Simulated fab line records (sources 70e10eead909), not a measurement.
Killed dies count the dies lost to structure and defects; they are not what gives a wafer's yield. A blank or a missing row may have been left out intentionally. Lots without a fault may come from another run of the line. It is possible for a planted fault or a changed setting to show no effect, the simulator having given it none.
fab line records	flow nandHarc
record: lots: 5	wafers: 15	lastDay: 32
route steps=1302 shown P_CONTACT@217 END@1302
lots untouched by any fault: they come from a run of this same line in which no faults occurred
startH: start of the lot's first displayed wafer, in hours after the record's first day	waitH: hours since the lot's step before	" unchanged from the row above	L1.1+2: several wafers, shown together as one row	- no value, or no start given	* or withheld: withheld	< > ~ a bound
route shown NAME@n: NAME is a module with steps in the file, n the number in the route of the first one	usual: mean/standard deviation taken from wafers without a fault	same: alike in all rows	chamber/n: place in a boat	sites: each site's reading	_std_site: the values' standard deviation	_edge_site: mean of outer sites minus mean of inner sites	radiusMm: for every site, how far away it sits from the centre of the wafer	mask NAME#n: copy n	behind: tool/chamber where the wafer was last shaped	hold: what put the lot on hold/how long, in hours/how the hold closed	device: the n, p or np transistor that did not switch	end of line: the route-end tests of the same wafers	step lacking rows: just its recipe	killed: the dies lost at the first sort to structure and to defects; this is not the yield of the wafer	map: per-die view of a wafer (x killed, . not killed, _ where there is no die)
set.NAME: the setting as run; set.NAME@STEP: as run at that earlier step	model.NAME: the simulator's own value behind a step, which no gauge read
lots seen at some steps along the route; tables by step, rows by wafer
services: the hour from which a tool's chamber was out of use, counted from the record's first day as startH (under 0 if before that day), plus the number of hours and why
== steps ==
step: NHARC_P_CONTACT_DEP_30
recipe: targetThkA: 300	tempC: 400	targetThkNm: 30	flowSccm: 200	rfW: 450	material: SiNx
usual: heaterPowerW: 738/98
lot.wafer	tool	chamber	startH	waitH	heaterPowerW
L242.3	pecvd-02	0	170.05	0.1	659
L242.4	"	1	"	"	894
L242.5	"	2	"	"	740
L243.2	pecvd-03	0	171.01	0.1	730
L243.3	"	2	"	"	806
L243.5	"	2	"	"	799
L252.2	pecvd-04	0	263.31	0.1	769
L252.1	"	1	"	"	847
L252.6	"	1	"	"	854
L257.3	pecvd-04	0	315.18	0.1	734
L257.1	"	2	"	"	758
L257.4	"	1	"	"	771
L258.1	pecvd-03	2	322.49	0.1	693
L258.4	"	1	"	"	574
L258.5	"	0	"	"	657
step: NHARC_P_CONTACT_DEP_00
recipe: targetThkA: 5000	tempC: 400	pressureTorr: 6.5	rfW: 900	teosFlowSccm: 161.4	flowSccm: 2650	targetThkNm: 500	gas: O2	material: SiO2
usual: heaterPowerW: 572/110	showerheadVppV: 1868/90	throttleValvePct: 15.7/0.56
lot.wafer	tool	chamber	startH	waitH	heaterPowerW	showerheadVppV	throttleValvePct
L242.3	pecvd-02	0	-	-	644	1883	16.1
L242.4	"	1	"	"	603	2047	15.3
L242.5	"	2	"	"	526	1705	16.9
L243.2	pecvd-03	0	171.36	0.3	582	1809	16.5
L243.3	"	2	"	"	649	1949	15.1
L243.5	"	2	"	"	682	1878	15.2
L252.2	pecvd-04	0	-	-	603	1901	14.9
L252.1	"	1	"	"	673	1698	16.1
L252.6	"	1	"	"	682	1723	15.8
L257.3	pecvd-04	0	-	-	611	1928	14.7
L257.1	"	2	"	"	738	1848	16.6
L257.4	"	1	"	"	687	1691	15.2
L258.1	pecvd-03	2	-	-	667	1892	15.5
L258.4	"	1	"	"	348	1973	15.7
L258.5	"	0	"	"	407	1785	16.2
step: NHARC_P_CONTACT_CMP_01
recipe: targetThkNm: 200	material: SiO2
usual: motorCurrentA: 11.7/1.3
lot.wafer	tool	chamber	startH	waitH	motorCurrentA
L242.4	cmp-03	0	170.78	-	11.3
L242.3	"	2	"	"	11.3
L242.5	"	0	"	"	10.6
L243.3	cmp-04	0	171.91	0.4	11.4
L243.2	"	1	"	"	12.7
L243.5	"	1	"	"	11.9
L252.2	cmp-02	1	264.07	-	12.5
L252.1	"	2	"	"	10.7
L252.6	"	0	"	"	10.3
L257.4	cmp-02	2	315.89	-	10.7
L257.3	"	3	"	"	14.1
L257.1	"	1	"	"	12.2
L258.4	cmp-04	1	323.16	-	11.8
L258.1	"	2	"	"	11.2
L258.5	"	1	"	"	12.2
step: NHARC_P_CONTACT_SRD_03
step: NHARC_P_CONTACT_DEHYDRATE_04
recipe: tempC: 150	timeS: 120
step: NHARC_P_CONTACT_HMDS_05
recipe: timeS: 30
step: NHARC_P_CONTACT_COAT_33
recipe: tempC: 260	timeS: 75
step: NHARC_P_CONTACT_COAT_34
recipe: tempC: 225	timeS: 65
step: NHARC_P_CONTACT_COAT_06
recipe: spinRpm: 1500	resistThkNm: 90
step: NHARC_P_CONTACT_SOFTBAKE_07
recipe: tempC: 105	timeS: 55
step: NHARC_P_CONTACT_EBR_08
step: NHARC_P_CONTACT_EXPOSE_09
recipe: na: 1.35	targetCdNm: 90	doseMj: 81.26	maskId: P_CA
usual: reticleTempC: 22.99/0.1
same: na: 1.35
lot.wafer	tool	chamber	startH	waitH	mask	reticleTempC
L242.3	arfiScanner-03	0	171.49	-	P_CA#0	23.11
L242.4	"	0	"	"	P_CA#0	23.02
L242.5	"	0	"	"	P_CA#0	22.99
L243.2	arfiScanner-03	0	172.47	-	P_CA_R1#0	23.19
L243.3	"	0	"	"	P_CA_R1#0	23.14
L243.5	"	0	"	"	P_CA_R1#0	23.06
L252.1	arfiScanner-03	0	264.59	-	P_CA#0	22.89
L252.2	"	0	"	"	P_CA#0	22.97
L252.6	"	0	"	"	P_CA#0	22.97
L257.1	arfiScanner-01	0	316.45	-	P_CA#0	23.07
L257.3	"	0	"	"	P_CA#0	23.01
L257.4	"	0	"	"	P_CA#0	23.06
L258.1	arfiScanner-01	0	323.72	-	P_CA#0	22.92
L258.4	"	0	"	"	P_CA#0	22.91
L258.5	"	0	"	"	P_CA#0	22.95
step: NHARC_P_CONTACT_PEB_10
recipe: pebTempC: 100	pebTimeS: 65
step: NHARC_P_CONTACT_DEVELOP_11
recipe: developTimeS: 35	devTempC: 23
step: NHARC_P_CONTACT_CD_MEAS_12
recipe: targetCdNm: 90	landingEnergyEv: 500
usual: cdNm: 90.3/0.77
lot.wafer	tool	chamber	startH	waitH	cdNm
L242.3	cdSem-01	0	171.63	-	89.5
L242.4	"	0	"	"	91.0
L242.5	"	0	"	"	89.6
L243.2	cdSem-03	0	172.61	-	94.0
L243.3	"	0	"	"	93.3
L243.5	"	0	"	"	93.5
L252.1	cdSem-03	0	264.73	-	89.5
L252.2	"	0	"	"	89.4
L252.6	"	0	"	"	89.2
L257.1	cdSem-01	0	316.59	-	90.0
L257.3	"	0	"	"	89.9
L257.4	"	0	"	"	89.2
L258.1	cdSem-01	0	323.86	-	89.7
L258.4	"	0	"	"	90.1
L258.5	"	0	"	"	90.1
step: NHARC_P_CONTACT_OVL_MEAS_13
usual: overlayXNm: -0.1/0.75	overlayYNm: 0.1/0.83
lot.wafer	tool	chamber	startH	waitH	overlayXNm	overlayYNm
L242.3	overlay-01	-	171.71	-	-1.6	0.3
L242.4	"	-	"	"	-1.2	0.4
L242.5	"	-	"	"	-1.5	-0.5
L243.2	overlay-02	-	172.70	-	0.7	-0.2
L243.3	"	-	"	"	0.8	-0.1
L243.5	"	-	"	"	0.6	0.4
L252.1	overlay-02	-	264.82	-	-0.4	-0.4
L252.2	"	-	"	"	-0.6	-0.3
L252.6	"	-	"	"	-0.7	-0.6
L257.1	overlay-02	-	316.68	-	-1.8	-1.1
L257.3	"	-	"	"	-1.7	-0.8
L257.4	"	-	"	"	-1.2	-1.0
L258.1	overlay-01	-	323.95	-	-0.7	-0.4
L258.4	"	-	"	"	-0.7	-0.3
L258.5	"	-	"	"	-0.8	0.1
step: NHARC_P_CONTACT_INSPECT_14
usual: rawDefectCount: 3.9/2.3
lot.wafer	tool	chamber	startH	waitH	rawDefectCount
L242.3	defectInspect-01	-	171.75	0.0	3
L242.4	"	-	"	"	5
L242.5	"	-	"	"	3
L243.2	defectInspect-01	-	172.73	0.0	1
L243.3	"	-	"	"	2
L243.5	"	-	"	"	4
L252.1	defectInspect-02	-	264.86	0.0	8
L252.2	"	-	"	"	2
L252.6	"	-	"	"	3
L257.1	defectInspect-01	-	316.72	0.0	4
L257.3	"	-	"	"	7
L257.4	"	-	"	"	4
L258.1	defectInspect-01	-	323.99	0.0	2
L258.4	"	-	"	"	1
L258.5	"	-	"	"	4
step: NHARC_P_CONTACT_DESCUM_17
recipe: timeS: 3	o2FlowSccm: 200	arFlowSccm: 0	biasPowerW: 0	chemistry: O2
usual: drypumpMotorCurrentA: 6.0/0.42	oesProductAu: 1.000/0.015	rfVppV: 57.8/0.89	showerheadPlenumPTorr: 1.93/0.071	throttleValvePct: 11.310/0.0085
same: timeS: 3
lot.wafer	tool	chamber	startH	waitH	drypumpMotorCurrentA	oesProductAu	rfHoursCounterH	rfVppV	showerheadPlenumPTorr	throttleValvePct	model.P_CONTACT.cdNm
L242.4	rieDiel-07	3	171.82	0.1	5.6	0.977	0.8	57.2	1.95	11.317	89.88
L242.3	"	1	"	"	5.0	0.991	0.6	57.7	1.98	11.318	89.01
L242.5	"	2	"	"	6.1	0.993	-	56.8	1.80	11.307	89.29
L243.2	rieDiel-10	0	172.79	0.1	6.2	0.996	2.6	57.3	1.84	11.302	94.11
L243.3	"	2	"	"	5.5	0.983	2.4	56.0	1.81	11.318	94.42
L243.5	"	0	"	"	6.2	1.002	-	58.5	1.84	11.306	93.05
L252.1	rieDiel-12	2	264.92	0.1	5.8	1.024	9.3	58.6	1.90	11.316	90.08
L252.2	"	0	"	"	5.9	0.984	9.9	57.7	1.98	11.311	89.11
L252.6	"	3	"	"	6.3	1.011	-	57.8	1.94	11.316	88.24
L257.1	rieDiel-10	0	316.79	0.1	6.2	0.991	0.9	57.5	1.84	11.318	88.89
L257.3	"	2	"	"	5.5	0.996	1.0	57.0	1.81	11.317	90.23
L257.4	"	3	"	"	6.3	0.998	-	58.2	2.00	11.305	89.6
L258.1	rieDiel-12	1	324.07	0.1	6.5	0.973	2.3	56.9	1.90	11.301	90.58
L258.4	"	2	"	"	5.8	1.008	2.5	57.7	1.90	11.319	90.66
L258.5	"	3	"	"	6.3	0.993	-	58.7	1.94	11.305	89.51
step: NHARC_P_CONTACT_ETCH_35
recipe: targetDepthA: 390	overEtchFrac: 0.3	timeS: 65	ionEnergyEv: 80	cf4FlowSccm: 150	arFlowSccm: 0	rfW: 300	biasW: 100	chemistry: CF4
usual: biasW: 99.98/0.29	drypumpMotorCurrentA: 6.0/0.41	oesProductAu: 1.000/0.014	rfVppV: 151.4/1.1	showerheadPlenumPTorr: 1.78/0.061	throttleValvePct: 13.285/0.0088
same: timeS: 65
lot.wafer	tool	chamber	startH	waitH	biasW	drypumpMotorCurrentA	oesProductAu	rfHoursCounterH	rfVppV	showerheadPlenumPTorr	throttleValvePct
L242.4	rieDiel-07	2	171.89	0.1	99.81	6.0	1.000	0.8	150.0	1.68	13.285
L242.3	"	3	"	"	100.02	5.6	0.979	0.8	151.5	1.80	13.307
L242.5	"	3	"	"	99.84	5.7	0.989	-	150.6	1.80	13.284
L243.3	rieDiel-10	1	172.88	0.1	99.62	6.7	1.017	2.6	153.1	1.86	13.288
L243.2	"	2	"	"	100.07	5.6	0.983	2.4	150.3	1.68	13.277
L243.5	"	2	"	"	99.89	5.6	0.985	-	149.5	1.68	13.294
L252.1	rieDiel-12	1	265.02	0.1	99.82	6.5	0.997	11.2	149.2	1.76	13.290
L252.2	"	2	"	"	100.19	5.8	1.032	9.3	150.8	1.76	13.281
L252.6	"	3	"	"	99.84	6.3	1.016	-	152.2	1.79	13.284
L257.3	rieDiel-10	3	316.89	0.1	100.19	6.3	1.000	0.9	151.1	1.84	13.278
L257.1	"	0	"	"	99.89	6.2	1.003	0.9	151.5	1.71	13.283
L257.4	"	2	"	"	100.17	5.5	1.008	-	150.9	1.68	13.294
L258.1	rieDiel-12	1	324.13	0.1	100.21	6.5	0.980	2.3	153.2	1.76	13.292
L258.4	"	3	"	"	100.01	6.3	0.999	3.0	151.6	1.79	13.274
L258.5	"	1	"	"	99.97	6.5	0.983	-	150.8	1.76	13.293
step: NHARC_P_CONTACT_ETCH_36
recipe: targetDepthA: 2600	overEtchFrac: 0.25	timeS: 406.25	ionEnergyEv: 200	n2FlowSccm: 150	h2FlowSccm: 150	arFlowSccm: 0	rfW: 400	biasW: 150	chemistry: N2/H2
usual: biasW: 150.0/0.48	drypumpMotorCurrentA: 6.0/0.42	oesProductAu: 1.002/0.014	rfVppV: 431.0/2.1	showerheadPlenumPTorr: 2.06/0.078	throttleValvePct: 14.171/0.0098
same: timeS: 406.25
lot.wafer	tool	chamber	startH	waitH	biasW	drypumpMotorCurrentA	oesProductAu	rfHoursCounterH	rfVppV	showerheadPlenumPTorr	throttleValvePct	model.P_CONTACT.cdNm
L242.3	rieDiel-07	2	-	-	149.9	6.1	0.996	0.9	427.6	1.92	14.168	87.99
L242.4	"	3	"	"	149.7	5.7	0.978	0.9	433.0	2.08	14.169	88.96
L242.5	"	2	"	"	150.0	6.1	1.012	-	427.4	1.92	14.165	88.08
L243.2	rieDiel-10	3	-	-	149.7	6.3	1.013	1.8	432.3	2.14	14.159	93.69
L243.3	"	0	"	"	149.8	6.2	1.005	2.7	428.7	1.96	14.171	94.48
L243.5	"	2	"	"	149.8	5.5	0.996	-	427.5	1.93	14.162	93.48
L252.1	rieDiel-12	0	-	-	149.8	5.9	0.998	10.0	432.6	2.11	14.175	90.17
L252.2	"	1	"	"	150.3	6.5	0.993	11.2	429.8	2.03	14.174	92.18
L252.6	"	3	"	"	149.4	6.4	1.022	-	431.9	2.07	14.186	88.16
L257.3	rieDiel-10	3	-	-	150.0	6.4	0.988	1.0	432.8	2.13	14.170	89.65
L257.1	"	0	"	"	149.7	6.2	1.009	1.0	427.8	1.96	14.175	90.78
L257.4	"	0	"	"	149.1	6.2	1.002	-	428.6	1.96	14.185	91.39
L258.1	rieDiel-12	3	-	-	149.8	6.3	1.004	3.0	431.1	2.07	14.166	92.08
L258.4	"	2	"	"	150.5	5.8	1.021	2.6	430.0	2.02	14.171	90.43
L258.5	"	0	"	"	150.5	5.9	0.988	-	433.2	2.11	14.173	89.81
step: NHARC_P_CONTACT_ETCH_18
recipe: targetDepthA: 4810	timeS: 240.5	c4f8FlowSccm: 20	o2FlowSccm: 10	arFlowSccm: withheld	rfW: 600	biasW: 1500	chemistry: C4F8/O2/Ar
usual: biasW: 1501/4.4	oesProductAu: 0.955/0.023	rfVppV: 979/4.9
same: timeS: 240.5
lot.wafer	tool	chamber	startH	waitH	biasW	oesProductAu	rfHoursCounterH	rfVppV
L242.3	rieDiel-07	0	-	-	1502	0.960	0.9	987
L242.4	"	1	"	"	1494	0.988	0.8	982
L242.5	"	3	"	"	1501	0.942	-	981
L243.2	rieDiel-10	2	-	-	1495	0.912	2.7	970
L243.3	"	0	"	"	1505	0.919	2.8	972
L243.5	"	3	"	"	1502	0.938	-	985
L252.2	rieDiel-12	1	-	-	1500	0.974	11.3	978
L252.1	"	2	"	"	1497	0.995	9.6	978
L252.6	"	3	"	"	1501	0.972	-	981
L257.1	rieDiel-10	3	-	-	1495	0.946	1.2	984
L257.3	"	0	"	"	1500	0.964	1.2	973
L257.4	"	2	"	"	1495	0.966	-	973
L258.1	rieDiel-12	0	-	-	1507	0.954	3.0	983
L258.4	"	3	"	"	1500	0.962	3.2	979
L258.5	"	1	"	"	1502	0.968	-	978
step: NHARC_END_SORT_01
recipe: tempC: 25
usual: killedAtArray: 58/19	killedAtOther: 1.1/1.2	killedAtPeriphery: 3.8/2.4	killedDies: 63/18	killedOpen: 3.3/1.8	killedShort: 2.2/1.6
same: grossDies: 677
lot.wafer	tool	chamber	startH	waitH	killedAtArray	killedAtOther	killedAtPeriphery	killedDies	killedOpen	killedShort
L242.3	prober-02	0	612.26	3.1	82	3	4	89	3	1
L242.4	prober-02	0	613.06	3.4	89	3	1	93	2	4
L242.5	prober-02	0	613.87	3.7	102	6	4	112	4	5
L252.1	prober-01	0	704.53	2.5	75	1	4	80	1	2
L252.2	prober-01	0	705.31	2.8	94	1	3	98	5	4
L252.6	prober-01	0	708.45	3.9	71	0	5	76	5	1
L257.1	prober-02	0	748.04	2.5	49	2	4	55	1	1
L257.3	prober-02	0	749.64	3.1	78	0	5	83	4	5
L257.4	prober-02	0	750.44	3.4	72	2	4	78	2	0
killed by level:class
L242.3 A_CHANNEL_HOLE_D1:chamberFilmFlake=28 A_CHANNEL_HOLE_D2:chamberFilmFlake=26 A_SLIT:chamberFilmFlake=21 P_M0:geometricParticle:open=2 A_DECK1_JOINT:chamberFilmFlake=2 A_STAIRCASE:chamberFilmFlake=2 A_CONTACT:chamberFilmFlake=2 THIN_TSV:chamberFilmFlake=2
L242.4 A_SLIT:chamberFilmFlake=29 A_CHANNEL_HOLE_D2:chamberFilmFlake=26 A_CHANNEL_HOLE_D1:chamberFilmFlake=25 A_SGD_CUT:geometricParticle:short=2 A_STAIRCASE:chamberFilmFlake=2 THIN_TSV:chamberFilmFlake=2 A_ONON_D1:geometricParticle:short=1 A_DECK1_JOINT:geometricParticle:short=1
L242.5 A_CHANNEL_HOLE_D1:chamberFilmFlake=31 A_CHANNEL_HOLE_D2:chamberFilmFlake=31 A_SLIT:chamberFilmFlake=28 A_STAIRCASE:chamberFilmFlake=5 THIN_TSV:chamberFilmFlake=4 P_GATE:geometricParticle:short=2 P_GATE:geometricParticle:open=1 A_CHANNEL_FILL_D1:geometricParticle:short=1
L252.1 A_CHANNEL_HOLE_D1:chamberFilmFlake=33 A_SLIT:chamberFilmFlake=29 A_STAIRCASE:chamberFilmFlake=4 P_GATE:chamberFilmFlake=2 A_M1:chamberFilmFlake=2 A_WL_FILL:chamberFilmFlake=2 A_CONTACT:chamberFilmFlake=2 A_WL_FILL:geometricParticle:short=1
L252.2 A_CHANNEL_HOLE_D1:chamberFilmFlake=39 A_SLIT:chamberFilmFlake=36 A_WL_FILL:chamberFilmFlake=5 A_STAIRCASE:chamberFilmFlake=3 P_M1:geometricParticle:open=2 A_CONTACT:chamberFilmFlake=2 A_ONON_D1:geometricParticle:short=1 A_DECK1_JOINT:geometricParticle:short=1
L252.6 A_SLIT:chamberFilmFlake=35 A_CHANNEL_HOLE_D1:chamberFilmFlake=25 A_STAIRCASE:chamberFilmFlake=4 A_CONTACT:chamberFilmFlake=3 P_M0:geometricParticle:open=2 P_BONDPAD:chamberFilmFlake=2 P_CONTACT:geometricParticle:open=1 A_ONON_D2:geometricParticle:open=1
L257.1 A_SLIT:chamberFilmFlake=33 A_CHANNEL_HOLE_D1:chamberFilmFlake=7 P_STI:chamberFilmFlake=3 A_WL_FILL:chamberFilmFlake=3 A_CONTACT:chamberFilmFlake=3 THIN_TSV:chamberFilmFlake=2 P_M0:geometricParticle:open=1 A_CHANNEL_HOLE_D1:geometricParticle:short=1
L257.3 A_SLIT:chamberFilmFlake=37 A_CHANNEL_HOLE_D1:chamberFilmFlake=15 A_STAIRCASE:chamberFilmFlake=7 A_CONTACT:chamberFilmFlake=6 A_ONON_D2:geometricParticle:open=3 P_STI:chamberFilmFlake=3 A_ONON_D1:geometricParticle:short=2 A_CHANNEL_FILL_D1:chamberFilmFlake=2
L257.4 A_SLIT:chamberFilmFlake=35 A_CHANNEL_HOLE_D1:chamberFilmFlake=17 A_CONTACT:chamberFilmFlake=6 A_STAIRCASE:chamberFilmFlake=5 A_DECK1_JOINT:chamberFilmFlake=3 A_CHANNEL_HOLE_D2:chamberFilmFlake=2 HYBRID_BOND:latent=2 P_CONTACT:geometricParticle:open=1
== services ==
tool	chamber	startH	hours	kind
pecvd-03	1	158.90	13.6	repair
rieDiel-12	2	165.69	20.1	repair
pecvd-03	-	177.07	1.3	repair
pecvd-03	-	185.00	13.0	pm
arfiScanner-03	-	196.00	4.0	pm
cmp-02	-	200.60	12.3	repair
cmp-04	-	209.00	4.0	pm
arfiScanner-01	-	210.44	0.3	repair
rieDiel-12	-	218.04	0.4	repair
pecvd-02	-	227.33	13.0	pm
rieDiel-12	0	227.54	5.6	repair
rieDiel-07	2	233.50	3.3	repair
rieDiel-10	0	240.26	5.1	repair
rieDiel-10	-	242.50	9.0	pm
rieDiel-10	1	252.31	6.8	repair
arfiScanner-03	-	253.90	0.5	repair
rieDiel-10	0	254.83	9.8	repair
rieDiel-07	3	259.92	6.5	repair
rieDiel-12	-	268.40	9.0	pm
pecvd-04	-	269.35	13.0	pm
rieDiel-07	0	277.87	10.2	repair
rieDiel-12	2	293.96	1.9	repair
rieDiel-07	-	294.20	9.0	pm
rieDiel-10	1	313.67	14.9	repair
== key ==
firstSign: step: NHARC_P_CONTACT_EXPOSE_09	reading: mask	direction: changed
effect: step: NHARC_P_CONTACT_CD_MEAS_12	reading: cdNm	direction: up	sigmas: 4.2	usual: 90.3	struck: 93.6
modelEffect: step: NHARC_P_CONTACT_DESCUM_17	value: P_CONTACT.cdNm	without: 90.81	struck: 93.86
modelEffect: step: NHARC_P_CONTACT_ETCH_36	value: P_CONTACT.cdNm	without: 90.83	struck: 93.89
metAt NHARC_P_CONTACT_EXPOSE_09
struckWafers L243.2,L243.3,L243.5
testerLeftOut L243
onsetBetween 171.49 172.47
fault: kind: wrongMask	tool: any	chamber: -	onsetH: 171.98	steps: NHARC_P_CONTACT_EXPOSE_09	auxCopy: P_CA_R1#0	cdOffsetNm: 3.0531	scope: struckLotsOnly
testerLeftOut: of these lots the tester's yield and bins aren't shown, on N5 and GAA mostly nor the transistor test; their killed dies are dies lost to structure and defects alone, not to doping, threshold or leakage, so they don't give the yield
